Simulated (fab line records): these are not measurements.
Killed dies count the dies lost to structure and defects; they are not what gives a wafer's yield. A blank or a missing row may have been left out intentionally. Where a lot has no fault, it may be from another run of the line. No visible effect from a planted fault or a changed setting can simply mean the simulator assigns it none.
Chamber matching :: flow n5 finfet :: N5_BEOL_M2_ETCH_74 on rie diel-06 has 4 sister chambers
The step etches underlayer in N2/H2, target depth 6.5 nm, time 5.2 s. 22 wafers are shown with their chamber, then 11 later ones without.

== WAFERS, EACH WITH ITS CHAMBER ==
wafer: L074.1
chamber: 3
showerhead plenum p Torr (Torr): 2.64
throttle valve pct (%): 17.68
etch rf on time s (s): 5.26

wafer: L074.3
chamber: 1
showerhead plenum p Torr (Torr): 2.53
throttle valve pct (%): 18.32
etch rf on time s (s): 5.08

wafer: L074.6
chamber: 0
showerhead plenum p Torr (Torr): 2.66
throttle valve pct (%): 17.89
etch rf on time s (s): 5.44

wafer: L076.2
chamber: 1
showerhead plenum p Torr (Torr): 2.52
throttle valve pct (%): 18.34
etch rf on time s (s): 5.12

wafer: L076.3
chamber: 2
showerhead plenum p Torr (Torr): 2.41
throttle valve pct (%): 17.93
etch rf on time s (s): 5.06

wafer: L076.6
chamber: 0
showerhead plenum p Torr (Torr): 2.65
throttle valve pct (%): 17.92
etch rf on time s (s): 5.42

wafer: L078.1
chamber: 0
showerhead plenum p Torr (Torr): 2.65
throttle valve pct (%): 17.89
etch rf on time s (s): 5.44

wafer: L078.2
chamber: 2
showerhead plenum p Torr (Torr): 2.41
throttle valve pct (%): 17.94
etch rf on time s (s): 5.08

wafer: L078.6
chamber: 2
showerhead plenum p Torr (Torr): 2.41
throttle valve pct (%): 17.91
etch rf on time s (s): 5.06

wafer: L079.1
chamber: 1
showerhead plenum p Torr (Torr): 2.52
throttle valve pct (%): 18.35
etch rf on time s (s): 5.16

wafer: L079.3
chamber: 0
showerhead plenum p Torr (Torr): 2.65
throttle valve pct (%): 17.92
etch rf on time s (s): 5.46

wafer: L079.5
chamber: 2
showerhead plenum p Torr (Torr): 2.41
throttle valve pct (%): 17.93
etch rf on time s (s): 5.07

wafer: L080.2
chamber: 3
showerhead plenum p Torr (Torr): 2.64
throttle valve pct (%): 17.70
etch rf on time s (s): 5.27

wafer: L080.3
chamber: 1
showerhead plenum p Torr (Torr): 2.52
throttle valve pct (%): 18.34
etch rf on time s (s): 5.15

wafer: L080.4
chamber: 0
showerhead plenum p Torr (Torr): 2.65
throttle valve pct (%): 17.88
etch rf on time s (s): 5.52

wafer: L083.3
chamber: 2
showerhead plenum p Torr (Torr): 2.41
throttle valve pct (%): 17.92
etch rf on time s (s): 5.05

wafer: L083.4
chamber: 3
showerhead plenum p Torr (Torr): 2.64
throttle valve pct (%): 17.70
etch rf on time s (s): 5.26

wafer: L083.5
chamber: 0
showerhead plenum p Torr (Torr): 2.65
throttle valve pct (%): 17.88
etch rf on time s (s): 5.46

wafer: L084.1
chamber: 0
showerhead plenum p Torr (Torr): 2.65
throttle valve pct (%): 17.94
etch rf on time s (s): 5.49

wafer: L084.2
chamber: 3
showerhead plenum p Torr (Torr): 2.63
throttle valve pct (%): 17.69
etch rf on time s (s): 5.25

wafer: L084.5
chamber: 1
showerhead plenum p Torr (Torr): 2.52
throttle valve pct (%): 18.37
etch rf on time s (s): 5.10

wafer: L086.1
chamber: 3
showerhead plenum p Torr (Torr): 2.63
throttle valve pct (%): 17.70
etch rf on time s (s): 5.20

SIGNATURES (means of the wafers above)
reading: showerhead plenum p Torr
chamber 0: 2.6514
chamber 1: 2.5220
chamber 2: 2.4100
chamber 3: 2.6360
scatter within a chamber: 0.00398

reading: throttle valve pct
chamber 0: 17.9029
chamber 1: 18.3440
chamber 2: 17.9260
chamber 3: 17.6940
scatter within a chamber: 0.0175

reading: etch rf on time s
chamber 0: 5.4614
chamber 1: 5.1220
chamber 2: 5.0640
chamber 3: 5.2480
scatter within a chamber: 0.0288
Rule: for a wafer and a chamber, the distance is found by dividing, reading by reading, the gap between the wafer's reading and the chamber's mean by the reading's scatter, squaring, summing and taking the root. The wafer belongs to the nearest chamber; if the next one is less than 2 further off, it can't be placed. The scatter is the square root of a quotient: the sum, over the shown wafers, of each reading's squared deviation from its chamber's mean, divided by wafers minus chambers.

== WAFERS MISSING THEIR CHAMBER ==
wafer: L086.2
showerhead plenum p Torr (Torr): 2.41
throttle valve pct (%): 17.95
etch rf on time s (s): 5.08

wafer: L086.5
showerhead plenum p Torr (Torr): 2.41
throttle valve pct (%): 17.96
etch rf on time s (s): 5.03

wafer: L090.1
showerhead plenum p Torr (Torr): 2.40
throttle valve pct (%): 17.96
etch rf on time s (s): 4.99

wafer: L090.2
showerhead plenum p Torr (Torr): 2.64
throttle valve pct (%): 17.94
etch rf on time s (s): 5.35

wafer: L090.6
showerhead plenum p Torr (Torr): 2.63
throttle valve pct (%): 17.72
etch rf on time s (s): 5.22

wafer: L091.4
showerhead plenum p Torr (Torr): 2.51
throttle valve pct (%): 17.89
etch rf on time s (s): 4.97

wafer: L091.5
showerhead plenum p Torr (Torr): 2.64
throttle valve pct (%): 17.98
etch rf on time s (s): 5.41

wafer: L091.6
showerhead plenum p Torr (Torr): 2.63
throttle valve pct (%): 17.74
etch rf on time s (s): 5.22

wafer: L095.2
showerhead plenum p Torr (Torr): 2.64
throttle valve pct (%): 17.96
etch rf on time s (s): 5.38

wafer: L095.4
showerhead plenum p Torr (Torr): 2.51
throttle valve pct (%): 17.93
etch rf on time s (s): 5.00

wafer: L095.5
showerhead plenum p Torr (Torr): 2.40
throttle valve pct (%): 17.94
etch rf on time s (s): 5.05

== THE CHAMBER EACH PASSED THROUGH ==
wafer: L086.2
from the rows above: 2
in truth: 2

wafer: L086.5
from the rows above: 2
in truth: 2

wafer: L090.1
from the rows above: 2
in truth: 2

wafer: L090.2
from the rows above: 0
in truth: 0

wafer: L090.6
from the rows above: 3
in truth: 3

wafer: L091.4
from the rows above: can't be placed: 2 or 1
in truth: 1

wafer: L091.5
from the rows above: 0
in truth: 0

wafer: L091.6
from the rows above: 3
in truth: 3

wafer: L095.2
from the rows above: 0
in truth: 0

wafer: L095.4
from the rows above: can't be placed: 1 or 2
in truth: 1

wafer: L095.5
from the rows above: 2
in truth: 2
Correct placement for 9 of the 11. Can't be placed from these rows: 2 (the true chamber is among the candidates in 2). Wrongly placed: 0.
